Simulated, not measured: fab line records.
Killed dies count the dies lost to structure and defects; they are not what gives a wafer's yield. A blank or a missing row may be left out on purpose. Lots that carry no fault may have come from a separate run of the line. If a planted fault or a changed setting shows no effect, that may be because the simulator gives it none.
fab line records	flow nandHarc
record lots=24	wafers=72	lastDay=24
route steps=1159 shown P_GATE@143 P_CONTACT@237 P_M1@302 P_M2@332
lots that met no fault: taken from a fault-free run of the same line
startH: the number of hours between the record's first day and the start of the first shown wafer of the lot	waitH: time in hours since the lot's previous step	" the same as in the row above	L1.1+2: one row covering several wafers at once	- no value, or no start was given	* or withheld: withheld	< > ~ a bound
route shown NAME@n: NAME is a module with steps in the file, n the number in the route of the first one	usual: the fault-free wafers' mean and standard deviation	same: alike in all rows	chamber/n: place in a boat	sites: readings site by site	_std_site: the standard deviation of these	_edge_site: outer sites' mean less inner sites'	radiusMm: how far each site lies from the wafer's centre	mask NAME#n: copy n	behind: tool/chamber where the wafer was last shaped	hold: why the lot was held/for how many hours/how that ended	device: the n, p or np transistor that did not switch	end of line: the tests these same wafers got at the end of their route	a step with no rows: only its recipe	killed: at the first sort, the dies lost to defects and structure; wafer yield is something else	map: a wafer's dies, x killed, . not, _ none there
set.NAME: the setting as run; set.NAME@STEP: as run at that earlier step	model.NAME: the simulator's own value behind a step, which no gauge read
route steps across a sampled set of lots; one table per step, one row per wafer
services: from which hour (startH, from the record's first day; less than 0 if before it) a tool's chamber was out of use, for how many hours, and why
## steps
# step NHARC_P_GATE_INSPECT_28
# usual rawDefectCount=6.2/3
lot.wafer	tool	chamber	startH	waitH	rawDefectCount
L074.3	defectInspect-02	-	89.50	0.0	6
L074.4	"	-	"	"	7
L074.6	"	-	"	"	7
L075.1	defectInspect-01	-	97.94	0.0	5
L075.4	"	-	"	"	5
L075.6	"	-	"	"	2
L076.2	defectInspect-01	-	98.54	0.0	6
L076.3	"	-	"	"	9
L076.6	"	-	"	"	9
L077.1	defectInspect-02	-	107.08	0.0	6
L077.4	"	-	"	"	6
L077.6	"	-	"	"	9
L078.2	defectInspect-02	-	115.77	0.0	9
L078.5	"	-	"	"	4
L078.6	"	-	"	"	5
L081.1	defectInspect-02	-	127.89	0.0	7
L081.2	"	-	"	"	2
L081.5	"	-	"	"	1
L079.3	defectInspect-02	-	128.33	0.0	5
L079.4	"	-	"	"	2
L079.6	"	-	"	"	4
L080.2	defectInspect-02	-	128.54	0.0	10
L080.3	"	-	"	"	9
L080.5	"	-	"	"	4
L082.1	defectInspect-01	-	137.74	0.0	3
L082.2	"	-	"	"	5
L082.4	"	-	"	"	3
L083.1	defectInspect-02	-	141.97	0.0	17
L083.4	"	-	"	"	6
L083.5	"	-	"	"	11
L084.3	defectInspect-02	-	142.23	0.0	8
L084.4	"	-	"	"	3
L084.6	"	-	"	"	6
L087.1	defectInspect-02	-	166.99	0.0	9
L087.3	"	-	"	"	12
L087.5	"	-	"	"	6
L086.1	defectInspect-01	-	167.19	0.0	11
L086.2	"	-	"	"	1
L086.4	"	-	"	"	8
L085.1	defectInspect-02	-	167.47	0.0	8
L085.2	"	-	"	"	7
L085.5	"	-	"	"	4
L088.3	defectInspect-01	-	176.86	0.0	7
L088.4	"	-	"	"	9
L088.6	"	-	"	"	2
L090.1	defectInspect-02	-	183.43	0.0	2
L090.2	"	-	"	"	8
L090.6	"	-	"	"	10
L089.4	defectInspect-01	-	183.89	0.0	4
L089.5	"	-	"	"	10
L089.6	"	-	"	"	7
L091.2	defectInspect-02	-	192.38	0.0	5
L091.3	"	-	"	"	2
L091.6	"	-	"	"	7
L094.1	defectInspect-01	-	199.05	0.0	7
L094.2	"	-	"	"	11
L094.4	"	-	"	"	17
L093.2	defectInspect-01	-	199.20	0.0	2
L093.5	"	-	"	"	5
L093.6	"	-	"	"	8
L092.2	defectInspect-01	-	199.35	0.0	11
L092.3	"	-	"	"	6
L092.6	"	-	"	"	3
L095.2	defectInspect-02	-	217.20	0.0	6
L095.3	"	-	"	"	5
L095.4	"	-	"	"	4
L096.1	defectInspect-01	-	217.37	0.0	6
L096.3	"	-	"	"	6
L096.4	"	-	"	"	9
L097.4	defectInspect-01	-	228.33	0.0	7
L097.5	"	-	"	"	8
L097.6	"	-	"	"	7
# step NHARC_P_GATE_INSPECT_68
# usual rawDefectCount=188/66
lot.wafer	tool	chamber	startH	waitH	rawDefectCount
L074.3	defectInspect-01	-	108.13	0.1	268
L074.4	"	-	"	"	200
L074.6	"	-	"	"	248
L075.1	defectInspect-01	-	118.43	0.2	232
L075.4	"	-	"	"	191
L075.6	"	-	"	"	160
L076.2	defectInspect-01	-	118.60	0.1	131
L076.3	"	-	"	"	166
L076.6	"	-	"	"	207
L077.1	defectInspect-01	-	125.48	0.2	238
L077.4	"	-	"	"	186
L077.6	"	-	"	"	444
L078.2	defectInspect-01	-	134.02	0.1	116
L078.5	"	-	"	"	171
L078.6	"	-	"	"	108
L081.1	defectInspect-02	-	146.34	0.2	130
L081.2	"	-	"	"	129
L081.5	"	-	"	"	91
L080.2	defectInspect-02	-	147.57	0.1	159
L080.3	"	-	"	"	163
L080.5	"	-	"	"	131
L079.3	defectInspect-01	-	149.16	0.1	200
L079.4	"	-	"	"	145
L079.6	"	-	"	"	253
L082.1	defectInspect-01	-	156.09	0.2	168
L082.2	"	-	"	"	190
L082.4	"	-	"	"	188
L083.1	defectInspect-02	-	160.50	0.2	159
L083.4	"	-	"	"	225
L083.5	"	-	"	"	183
L084.3	defectInspect-01	-	161.27	0.1	118
L084.4	"	-	"	"	191
L084.6	"	-	"	"	178
L087.1	defectInspect-02	-	186.13	0.2	153
L087.3	"	-	"	"	125
L087.5	"	-	"	"	225
L086.1	defectInspect-02	-	187.07	0.2	91
L086.2	"	-	"	"	183
L086.4	"	-	"	"	231
L085.1	defectInspect-02	-	192.48	0.3	207
L085.2	"	-	"	"	204
L085.5	"	-	"	"	163
L088.3	defectInspect-02	-	196.82	0.1	175
L088.4	"	-	"	"	119
L088.6	"	-	"	"	121
L090.1	defectInspect-01	-	202.08	0.2	151
L090.2	"	-	"	"	135
L090.6	"	-	"	"	145
L089.4	defectInspect-02	-	202.71	0.1	144
L089.5	"	-	"	"	146
L089.6	"	-	"	"	191
L091.2	defectInspect-02	-	211.87	0.1	139
L091.3	"	-	"	"	156
L091.6	"	-	"	"	133
L094.1	defectInspect-01	-	218.03	0.2	218
L094.2	"	-	"	"	136
L094.4	"	-	"	"	166
L093.2	defectInspect-02	-	219.57	0.1	131
L093.5	"	-	"	"	201
L093.6	"	-	"	"	145
L092.2	defectInspect-01	-	224.61	0.1	357
L092.3	"	-	"	"	303
L092.6	"	-	"	"	249
L095.2	defectInspect-02	-	235.88	0.1	274
L095.3	"	-	"	"	156
L095.4	"	-	"	"	251
L096.1	defectInspect-01	-	236.24	0.2	275
L096.3	"	-	"	"	215
L096.4	"	-	"	"	198
L097.4	defectInspect-01	-	248.75	0.1	201
L097.5	"	-	"	"	182
L097.6	"	-	"	"	205
# step NHARC_P_CONTACT_ETCH_36
# recipe targetDepthA=2600	overEtchFrac=0.25	timeS=406.25	ionEnergyEv=200	n2FlowSccm=150	h2FlowSccm=150	arFlowSccm=0	rfW=400	biasW=150	chemistry=N2/H2
# usual drypumpMotorCurrentA=5.86/0.3	oesProductAu=0.998/0.01	rfVppV=432.1/2.6	showerheadPlenumPTorr=2.10/0.088	throttleValvePct=14.172/0.0099
lot.wafer	tool	chamber	startH	waitH	drypumpMotorCurrentA	oesProductAu	rfHoursCounterH	rfVppV	showerheadPlenumPTorr	throttleValvePct
L074.4	rieDiel-02	3	-	-	6.06	0.996	7	434.1	2.17	14.166
L074.3	"	0	"	"	5.78	0.995	12	435.1	2.19	14.173
L074.6	"	3	"	"	6.06	0.988	-	434.9	2.17	14.167
L075.4	rieDiel-07	3	-	-	6.45	1.003	18	431.4	2.14	14.191
L075.1	"	0	"	"	5.56	1.006	23	433.7	2.07	14.155
L075.6	"	2	"	"	5.17	1.002	-	436.7	2.21	14.169
L076.3	rieDiel-13	3	-	-	6.18	1.004	2	435.3	2.20	14.178
L076.2	"	0	"	"	5.65	1.016	2	428.9	1.99	14.173
L076.6	"	3	"	"	6.18	1.002	-	436.0	2.20	14.171
L077.1	rieDiel-13	1	-	-	5.72	0.984	2	435.2	2.17	14.179
L077.4	"	0	"	"	5.66	1.005	2	428.2	1.99	14.170
L077.6	"	2	"	"	5.72	0.990	-	430.7	2.03	14.166
L078.2	rieDiel-13	1	-	-	5.69	0.982	3	435.8	2.17	14.161
L078.6	"	0	"	"	5.65	1.004	-	428.8	1.99	14.182
L078.5	"	1	"	"	5.69	0.980	-	436.3	2.17	14.156
L081.2	rieDiel-02	2	-	-	5.73	0.992	14	428.4	1.98	14.173
L081.1	"	1	"	"	6.36	0.996	14	430.0	2.00	14.196
L081.5	"	2	"	"	5.71	0.995	-	428.4	1.98	14.168
L080.3	rieDiel-02	3	-	-	6.10	0.994	10	434.0	2.16	14.169
L080.2	"	1	"	"	6.36	0.984	14	429.5	2.00	14.162
L080.5	"	3	"	"	6.06	0.988	-	434.4	2.16	14.167
L079.4	rieDiel-13	1	-	-	5.68	0.981	5	433.8	2.17	14.189
L079.3	"	3	"	"	6.20	1.009	5	434.1	2.20	14.172
L079.6	"	1	"	"	5.67	0.994	-	434.0	2.17	14.175
L082.4	rieDiel-13	2	-	-	5.73	0.999	6	430.7	2.03	14.171
L082.2	"	0	"	"	5.66	1.018	5	430.8	1.99	14.172
L082.1	"	1	"	"	5.66	0.995	5	433.8	2.17	14.192
L083.4	rieDiel-02	1	-	-	6.37	1.015	0	429.8	2.00	14.163
L083.1	"	2	"	"	5.71	0.997	1	428.9	1.98	14.170
L083.5	"	2	"	"	5.71	1.003	-	427.6	1.98	14.163
L084.4	rieDiel-13	2	-	-	5.73	0.991	6	430.3	2.03	14.168
L084.3	"	1	"	"	5.68	0.982	6	435.2	2.17	14.176
L084.6	"	3	"	"	6.18	0.994	-	435.9	2.20	14.171
L087.1	rieDiel-13	3	-	-	6.16	0.997	9	434.6	2.20	14.175
L087.3	"	0	"	"	5.67	1.016	9	428.4	1.99	14.166
L087.5	"	2	"	"	5.70	0.980	-	430.1	2.03	14.180
L086.4	rieDiel-07	2	-	-	5.18	1.005	49	435.5	2.20	14.172
L086.1	"	3	"	"	6.44	1.011	43	432.4	2.13	14.198
L086.2	"	0	"	"	5.54	1.013	49	431.1	2.06	14.173
L085.1	rieDiel-02	3	-	-	6.12	1.009	4	433.4	2.16	14.178
L085.2	"	2	"	"	5.72	0.998	4	429.4	1.98	14.160
L085.5	"	3	"	"	6.10	1.007	-	434.9	2.16	14.170
L088.3	rieDiel-07	3	-	-	6.42	1.000	47	432.3	2.13	14.156
L088.4	"	1	"	"	5.63	1.006	51	433.2	2.15	14.178
L088.6	"	2	"	"	5.21	1.004	-	434.7	2.20	14.172
L090.1	rieDiel-02	1	-	-	6.40	0.996	4	430.4	2.00	14.171
L090.2	"	0	"	"	5.80	0.994	4	436.1	2.18	14.186
L090.6	"	2	"	"	5.69	0.987	-	428.3	1.98	14.182
L089.4	rieDiel-02	0	-	-	5.82	0.987	5	434.9	2.18	14.154
L089.6	"	3	"	"	6.10	0.998	-	434.0	2.16	14.168
L089.5	"	0	"	"	5.84	0.991	-	434.3	2.18	14.166
L091.2	rieDiel-13	0	-	-	5.65	1.011	11	428.5	1.99	14.184
L091.3	"	2	"	"	5.71	0.982	11	428.6	2.03	14.157
L091.6	"	1	"	"	5.70	0.978	-	434.7	2.17	14.170
L094.4	rieDiel-02	1	-	-	6.36	0.999	6	429.4	1.99	14.174
L094.1	"	2	"	"	5.72	0.989	7	430.4	1.98	14.171
L094.2	"	0	"	"	5.81	0.986	6	434.9	2.18	14.156
L093.2	rieDiel-02	2	-	-	5.73	1.006	7	427.3	1.98	14.167
L093.6	"	2	"	"	5.69	0.999	-	427.3	1.98	14.188
L093.5	"	3	"	"	6.09	0.998	-	433.3	2.16	14.155
L092.3	rieDiel-13	3	-	-	6.18	1.013	11	436.0	2.20	14.158
L092.2	"	0	"	"	5.64	1.001	12	428.6	1.99	14.161
L092.6	"	2	"	"	5.71	0.990	-	431.0	2.03	14.176
L095.2	rieDiel-13	2	-	-	5.73	0.984	13	429.5	2.02	14.171
L095.4	"	3	"	"	6.19	1.010	12	435.2	2.20	14.163
L095.3	"	0	"	"	5.67	1.011	13	428.7	1.99	14.168
L096.3	rieDiel-02	0	-	-	5.82	1.011	9	435.7	2.18	14.171
L096.1	"	1	"	"	6.38	1.012	8	429.5	1.99	14.181
L096.4	"	2	"	"	5.72	1.012	9	429.3	1.98	14.171
L097.4	rieDiel-13	1	-	-	5.71	0.984	15	434.3	2.17	14.179
L097.5	"	1	"	"	5.69	0.986	-	433.1	2.17	14.160
L097.6	"	2	"	"	5.73	0.999	-	428.5	2.02	14.168
# step NHARC_P_M1_STRIP_18
# recipe powerW=1000	n2FlowSccm=150	h2FlowSccm=150	arFlowSccm=0	biasW=0	chemistry=N2/H2
# usual drypumpMotorCurrentA=5.5/0.36	oesProductAu=0.999/0.009	rfVppV=90.7/0.83	showerheadPlenumPTorr=2.05/0.08	throttleValvePct=14.169/0.0096
lot.wafer	tool	chamber	startH	waitH	drypumpMotorCurrentA	oesProductAu	rfHoursCounterH	rfVppV	showerheadPlenumPTorr	throttleValvePct
L074.3	rieDiel-06	1	123.81	0.1	5.0	0.991	1	90.8	1.97	14.183
L074.6	"	2	"	"	5.0	1.009	-	90.5	2.06	14.177
L074.4	"	1	"	"	5.1	0.995	-	89.1	1.97	14.184
L075.4	rieDiel-04	2	132.99	0.1	6.0	1.006	1	90.8	2.06	14.182
L075.1	"	3	"	"	5.4	0.982	1	89.1	1.92	14.165
L075.6	"	1	"	"	5.1	0.991	-	91.0	2.19	14.157
L076.2	rieDiel-12	2	133.28	0.1	5.3	0.986	5	92.2	2.14	14.166
L076.3	"	0	"	"	5.9	1.016	6	90.2	1.93	14.176
L076.6	"	3	"	"	5.2	1.002	-	91.2	2.04	14.147
L077.1	rieDiel-12	3	142.64	0.1	5.2	0.998	6	90.5	2.04	14.166
L077.4	"	0	"	"	5.9	1.008	7	91.0	1.93	14.152
L077.6	"	2	"	"	5.3	0.997	-	91.8	2.14	14.157
L078.2	rieDiel-12	2	144.15	0.1	5.4	1.003	6	91.2	2.14	14.170
L078.5	"	2	"	"	5.3	0.997	-	92.8	2.14	14.173
L078.6	"	3	"	"	5.2	1.006	-	91.2	2.04	14.181
L081.2	rieDiel-04	0	159.47	0.1	5.8	1.006	3	89.5	2.04	14.172
L081.1	"	1	"	"	5.1	0.985	3	91.8	2.19	14.158
L081.5	"	0	"	"	5.8	1.004	-	91.7	2.04	14.160
L080.2	rieDiel-04	1	160.47	0.1	5.1	0.987	3	91.5	2.19	14.163
L080.3	"	2	"	"	6.0	1.010	3	89.9	2.06	14.173
L080.5	"	2	"	"	6.0	1.008	-	91.3	2.06	14.165
L079.4	rieDiel-06	3	161.17	0.1	6.2	1.003	2	91.4	2.15	14.167
L079.3	"	1	"	"	5.0	0.991	2	92.0	1.97	14.168
L079.6	"	3	"	"	6.1	1.002	-	92.1	2.15	14.158
L082.1	rieDiel-12	3	167.68	0.1	5.2	0.995	8	90.8	2.04	14.187
L082.4	"	0	"	"	5.9	1.004	9	89.5	1.93	14.153
L082.2	"	1	"	"	5.9	1.008	9	90.7	2.06	14.176
L083.4	rieDiel-12	1	171.15	0.1	5.8	1.000	9	91.0	2.06	14.167
L083.1	"	2	"	"	5.3	0.998	9	89.7	2.14	14.157
L083.5	"	2	"	"	5.3	1.007	-	90.9	2.14	14.171
L084.3	rieDiel-04	3	176.01	0.1	5.4	0.996	4	89.4	1.92	14.174
L084.4	"	0	"	"	5.8	1.005	3	91.2	2.04	14.176
L084.6	"	3	"	"	5.4	0.990	-	90.5	1.92	14.170
L087.1	rieDiel-12	3	196.97	0.1	5.2	1.001	11	89.6	2.04	14.175
L087.3	"	0	"	"	5.9	1.024	11	89.7	1.93	14.166
L087.5	"	2	"	"	5.3	1.001	-	91.9	2.14	14.168
L086.2	rieDiel-12	1	197.81	0.1	5.8	1.008	11	90.5	2.06	14.171
L086.4	"	2	"	"	5.4	1.010	11	90.3	2.14	14.155
L086.1	"	3	"	"	5.2	1.008	11	91.9	2.04	14.192
L085.2	rieDiel-04	1	217.69	0.1	5.1	0.982	6	91.7	2.19	14.173
L085.1	"	2	"	"	6.0	1.001	7	90.2	2.05	14.150
L085.5	"	3	"	"	5.4	0.990	-	90.2	1.92	14.160
L088.3	rieDiel-04	0	219.34	0.1	5.8	1.010	6	90.7	2.04	14.176
L088.4	"	1	"	"	5.1	0.989	6	90.5	2.19	14.169
L088.6	"	0	"	"	5.8	1.016	-	89.3	2.04	14.159
L090.2	rieDiel-04	2	225.80	0.1	6.0	1.001	8	91.7	2.05	14.170
L090.1	"	1	"	"	5.1	0.988	7	91.8	2.19	14.154
L090.6	"	2	"	"	6.0	1.006	-	92.1	2.05	14.172
L089.4	rieDiel-12	2	226.61	0.1	5.3	0.998	1	90.7	2.14	14.169
L089.5	"	0	"	"	5.9	1.001	-	90.8	1.93	14.161
L089.6	"	1	"	"	5.8	0.994	-	91.1	2.06	14.162
L091.2	rieDiel-12	3	227.41	0.1	5.2	1.003	2	91.1	2.04	14.174
L091.3	"	1	"	"	5.8	0.996	1	90.8	2.06	14.166
L091.6	"	3	"	"	5.2	1.007	-	90.9	2.04	14.163
L094.1	rieDiel-06	2	235.30	0.1	5.0	0.992	3	91.5	2.06	14.182
L094.4	"	3	"	"	6.2	0.993	3	91.1	2.15	14.171
L094.2	"	1	"	"	5.0	0.994	3	90.2	1.97	14.176
L093.2	rieDiel-12	1	237.40	0.1	5.8	0.994	2	91.6	2.06	14.171
L093.5	"	2	"	"	5.4	0.990	-	91.5	2.14	14.156
L093.6	"	3	"	"	5.2	1.021	-	90.0	2.04	14.186
L092.3	rieDiel-06	3	237.55	0.1	6.1	0.995	3	91.8	2.15	14.175
L092.2	"	1	"	"	5.0	0.996	3	90.0	1.97	14.173
L092.6	"	3	"	"	6.1	0.997	-	90.5	2.15	14.196
L095.2	rieDiel-06	1	250.42	0.1	5.1	0.992	0	89.5	1.97	14.173
L095.4	"	2	"	"	5.0	1.015	0	91.1	2.06	14.179
L095.3	"	3	"	"	6.1	1.005	0	91.0	2.15	14.165
L096.1	rieDiel-04	3	251.22	0.1	5.4	0.990	9	90.7	1.92	14.168
L096.4	"	1	"	"	5.1	0.990	8	91.6	2.19	14.160
L096.3	"	2	"	"	6.0	0.991	9	89.4	2.05	14.151
L097.4	rieDiel-12	0	259.67	0.1	5.9	0.992	4	89.5	1.93	14.180
L097.5	"	1	"	"	5.8	0.984	-	90.6	2.06	14.156
L097.6	"	2	"	"	5.4	0.991	-	90.4	2.14	14.172
# step NHARC_P_M1_DEGAS_29
# recipe tempC=250	timeS=60
# usual heaterPowerW=347/43
lot.wafer	tool	chamber	startH	waitH	heaterPowerW
L074.4	pvdSputter-02	-	124.44	-	270
L074.3	"	-	"	"	375
L074.6	"	-	"	"	278
L075.1	pvdSputter-03	-	133.57	-	296
L075.4	"	-	"	"	430
L075.6	"	-	"	"	313
L076.2	pvdSputter-02	-	133.92	-	271
L076.3	"	-	"	"	367
L076.6	"	-	"	"	351
L077.4	pvdSputter-02	-	143.23	-	359
L077.1	"	-	"	"	377
L077.6	"	-	"	"	355
L078.2	pvdSputter-01	-	144.80	-	367
L078.6	"	-	"	"	352
L078.5	"	-	"	"	359
L081.1	pvdSputter-03	-	160.08	-	357
L081.2	"	-	"	"	311
L081.5	"	-	"	"	428
L080.2	pvdSputter-03	-	161.13	-	434
L080.3	"	-	"	"	302
L080.5	"	-	"	"	310
L079.3	pvdSputter-03	-	161.81	-	450
L079.4	"	-	"	"	357
L079.6	"	-	"	"	302
L082.1	pvdSputter-01	-	168.29	-	359
L082.2	"	-	"	"	344
L082.4	"	-	"	"	362
L083.1	pvdSputter-03	-	171.78	-	444
L083.4	"	-	"	"	357
L083.5	"	-	"	"	313
L084.3	pvdSputter-03	-	176.66	-	357
L084.4	"	-	"	"	439
L084.6	"	-	"	"	351
L087.3	pvdSputter-03	-	197.55	-	313
L087.1	"	-	"	"	310
L087.5	"	-	"	"	308
L086.2	pvdSputter-01	-	198.45	-	345
L086.1	"	-	"	"	317
L086.4	"	-	"	"	353
L085.2	pvdSputter-01	-	218.30	-	360
L085.1	"	-	"	"	361
L085.5	"	-	"	"	335
L088.3	pvdSputter-01	-	219.96	-	358
L088.4	"	-	"	"	329
L088.6	"	-	"	"	363
L090.2	pvdSputter-01	-	226.45	-	364
L090.1	"	-	"	"	341
L090.6	"	-	"	"	330
L089.4	pvdSputter-03	-	227.19	-	310
L089.6	"	-	"	"	315
L089.5	"	-	"	"	365
L091.2	pvdSputter-03	-	228.02	-	313
L091.3	"	-	"	"	361
L091.6	"	-	"	"	312
L094.1	pvdSputter-02	-	235.94	-	381
L094.2	"	-	"	"	366
L094.4	"	-	"	"	373
L093.2	pvdSputter-02	-	237.96	-	276
L093.6	"	-	"	"	288
L093.5	"	-	"	"	379
L092.2	pvdSputter-03	-	238.20	-	433
L092.3	"	-	"	"	307
L092.6	"	-	"	"	358
L095.4	pvdSputter-03	-	251.05	-	312
L095.2	"	-	"	"	359
L095.3	"	-	"	"	314
L096.3	pvdSputter-03	-	251.86	-	443
L096.1	"	-	"	"	310
L096.4	"	-	"	"	317
L097.4	pvdSputter-03	-	260.24	-	307
L097.6	"	-	"	"	313
L097.5	"	-	"	"	304
# step NHARC_P_M2_ETCH_35
# recipe targetDepthA=400	overetchA=120	timeS=43.94	ionEnergyEv=200	n2FlowSccm=150	h2FlowSccm=150	arFlowSccm=0	rfW=400	biasW=150	chemistry=N2/H2
# usual drypumpMotorCurrentA=5.8/0.41	oesProductAu=0.996/0.0097	rfVppV=429.8/2.8	showerheadPlenumPTorr=2.01/0.099	throttleValvePct=14.172/0.0085
lot.wafer	tool	chamber	startH	waitH	drypumpMotorCurrentA	oesProductAu	rfHoursCounterH	rfVppV	showerheadPlenumPTorr	throttleValvePct
L074.3	rieDiel-03	2	127.65	0.1	6.2	0.993	2	426.7	1.91	14.149
L074.4	"	0	"	"	5.5	0.993	3	430.4	2.05	14.183
L074.6	"	3	"	"	6.3	1.000	-	433.1	2.16	14.167
L075.4	rieDiel-03	0	136.73	0.1	5.5	0.996	3	431.0	2.05	14.178
L075.1	"	2	"	"	6.1	0.996	3	427.6	1.91	14.178
L075.6	"	3	"	"	6.3	0.993	-	432.6	2.16	14.166
L076.2	rieDiel-11	0	137.12	0.1	5.2	1.008	21	432.3	2.13	14.181
L076.3	"	1	"	"	5.6	0.985	13	427.5	1.89	14.181
L076.6	"	0	"	"	5.2	1.002	-	433.8	2.13	14.170
L077.4	rieDiel-03	2	146.44	0.1	6.2	1.008	3	426.5	1.91	14.179
L077.1	"	0	"	"	5.5	0.991	3	430.6	2.05	14.170
L077.6	"	2	"	"	6.2	0.994	-	425.5	1.91	14.168
L078.2	rieDiel-11	0	147.88	0.1	5.2	0.986	24	432.9	2.12	14.182
L078.6	"	0	"	"	5.2	1.006	-	432.2	2.13	14.160
L078.5	"	1	"	"	5.7	0.987	-	425.9	1.89	14.175
L081.2	rieDiel-03	1	163.45	0.1	5.6	0.991	4	429.7	2.01	14.182
L081.1	"	2	"	"	6.2	1.006	4	425.4	1.91	14.168
L081.5	"	2	"	"	6.2	1.007	-	427.0	1.90	14.159
L080.3	rieDiel-11	3	164.72	0.1	5.2	1.001	31	427.1	1.90	14.167
L080.2	"	0	"	"	5.2	1.002	28	432.5	2.12	14.159
L080.5	"	3	"	"	5.2	1.009	-	426.3	1.90	14.160
L079.3	rieDiel-03	1	165.91	0.1	5.6	0.981	4	429.4	2.01	14.175
L079.4	"	3	"	"	6.3	0.993	4	432.8	2.16	14.178
L079.6	"	1	"	"	5.6	0.988	-	429.4	2.01	14.176
L082.2	rieDiel-03	3	171.39	0.1	6.3	0.996	4	433.1	2.16	14.179
L082.4	"	0	"	"	5.5	0.991	4	430.9	2.05	14.179
L082.1	"	2	"	"	6.2	0.997	4	426.0	1.91	14.180
L083.4	rieDiel-03	2	174.93	0.1	6.1	1.002	4	426.6	1.91	14.165
L083.1	"	0	"	"	5.5	0.996	5	431.7	2.05	14.173
L083.5	"	2	"	"	6.2	0.999	-	428.3	1.90	14.162
L084.4	rieDiel-03	3	179.89	0.1	6.3	1.008	4	434.0	2.16	14.171
L084.3	"	0	"	"	5.5	1.002	5	429.2	2.05	14.171
L084.6	"	3	"	"	6.3	1.001	-	434.7	2.16	14.183
L087.1	rieDiel-09	1	200.66	0.1	5.0	0.977	45	428.4	1.96	14.170
L087.3	"	2	"	"	6.4	0.997	38	433.4	2.12	14.191
L087.5	"	0	"	"	5.4	1.013	-	427.4	1.89	14.166
L086.2	rieDiel-03	3	201.67	0.1	6.3	0.997	5	432.9	2.16	14.168
L086.1	"	0	"	"	5.5	0.991	6	431.3	2.05	14.194
L086.4	"	2	"	"	6.2	1.005	6	426.4	1.90	14.165
L085.1	rieDiel-09	3	221.70	0.2	5.4	0.996	46	431.4	2.08	14.188
L085.2	"	0	"	"	5.4	1.016	51	426.3	1.88	14.182
L085.5	"	3	"	"	5.4	0.997	-	433.0	2.08	14.183
L088.4	rieDiel-11	1	223.20	0.1	5.6	0.990	0	425.9	1.89	14.178
L088.3	"	2	"	"	5.9	1.007	3	427.1	1.91	14.172
L088.6	"	0	"	"	5.2	1.008	-	431.9	2.12	14.187
L090.1	rieDiel-03	1	229.68	0.1	5.6	1.014	0	428.3	2.01	14.167
L090.2	"	3	"	"	6.3	0.996	0	433.1	2.16	14.177
L090.6	"	2	"	"	6.1	0.997	-	426.5	1.90	14.180
L089.4	rieDiel-03	2	230.41	0.1	6.2	0.998	0	426.3	1.90	14.176
L089.5	"	3	"	"	6.3	0.987	-	432.8	2.16	14.164
L089.6	"	0	"	"	5.5	0.969	-	430.9	2.05	14.161
L091.3	rieDiel-03	2	231.23	0.1	6.2	0.987	0	426.9	1.90	14.163
L091.2	"	0	"	"	5.5	0.984	0	431.0	2.05	14.167
L091.6	"	2	"	"	6.2	0.992	-	426.6	1.90	14.170
L094.2	rieDiel-03	1	239.15	0.1	5.7	0.999	1	430.1	2.01	14.166
L094.4	"	2	"	"	6.2	0.996	1	426.4	1.90	14.170
L094.1	"	0	"	"	5.5	0.973	1	431.3	2.05	14.174
L093.2	rieDiel-11	1	241.07	0.1	5.7	0.980	5	427.1	1.89	14.169
L093.5	"	2	"	"	5.9	1.000	-	426.4	1.91	14.173
L093.6	"	3	"	"	5.2	0.983	-	427.8	1.89	14.171
L092.3	rieDiel-11	2	241.44	0.1	5.9	1.015	7	426.9	1.91	14.163
L092.2	"	0	"	"	5.2	1.017	8	432.5	2.12	14.172
L092.6	"	2	"	"	5.9	1.012	-	425.7	1.91	14.171
L095.2	rieDiel-03	0	254.16	0.1	5.5	0.980	1	430.1	2.05	14.177
L095.3	"	1	"	"	5.6	1.012	1	430.1	2.01	14.184
L095.4	"	2	"	"	6.1	0.994	1	426.9	1.90	14.175
L096.3	rieDiel-03	0	254.96	0.1	5.5	0.987	1	431.7	2.05	14.170
L096.4	"	1	"	"	5.6	1.007	1	428.1	2.01	14.168
L096.1	"	3	"	"	6.3	0.997	1	433.7	2.16	14.167
L097.4	rieDiel-03	0	263.48	0.1	5.5	0.968	2	430.2	2.05	14.183
L097.6	"	3	"	"	6.4	1.004	-	433.9	2.16	14.171
L097.5	"	0	"	"	5.5	0.979	-	431.8	2.05	14.172
## services
tool	chamber	startH	hours	kind
rieDiel-03	-	89.83	0.3	repair
rieDiel-11	0	91.15	2.8	repair
rieDiel-02	3	92.90	8.1	repair
rieDiel-13	-	99.00	9.0	pm
pvdSputter-03	-	102.00	10.0	pm
rieDiel-03	3	111.01	12.5	repair
rieDiel-04	-	111.90	9.0	pm
rieDiel-11	-	122.58	0.6	repair
rieDiel-03	3	146.83	2.6	repair
rieDiel-02	-	150.71	9.0	pm
rieDiel-04	-	155.73	1.1	repair
pvdSputter-01	-	158.02	10.0	pm
rieDiel-11	1	160.96	54.7	repair
rieDiel-11	3	180.19	3.9	repair
rieDiel-11	-	189.50	9.0	pm
rieDiel-11	3	200.19	10.1	repair
rieDiel-13	3	200.90	8.6	repair
rieDiel-12	-	202.40	9.0	pm
rieDiel-04	2	208.75	4.9	repair
rieDiel-11	3	212.09	6.8	repair
rieDiel-03	-	215.33	9.0	pm
rieDiel-02	3	222.69	4.1	repair
pvdSputter-03	-	249.30	1.1	repair
rieDiel-13	1	257.86	3.1	repair
## key
fault none
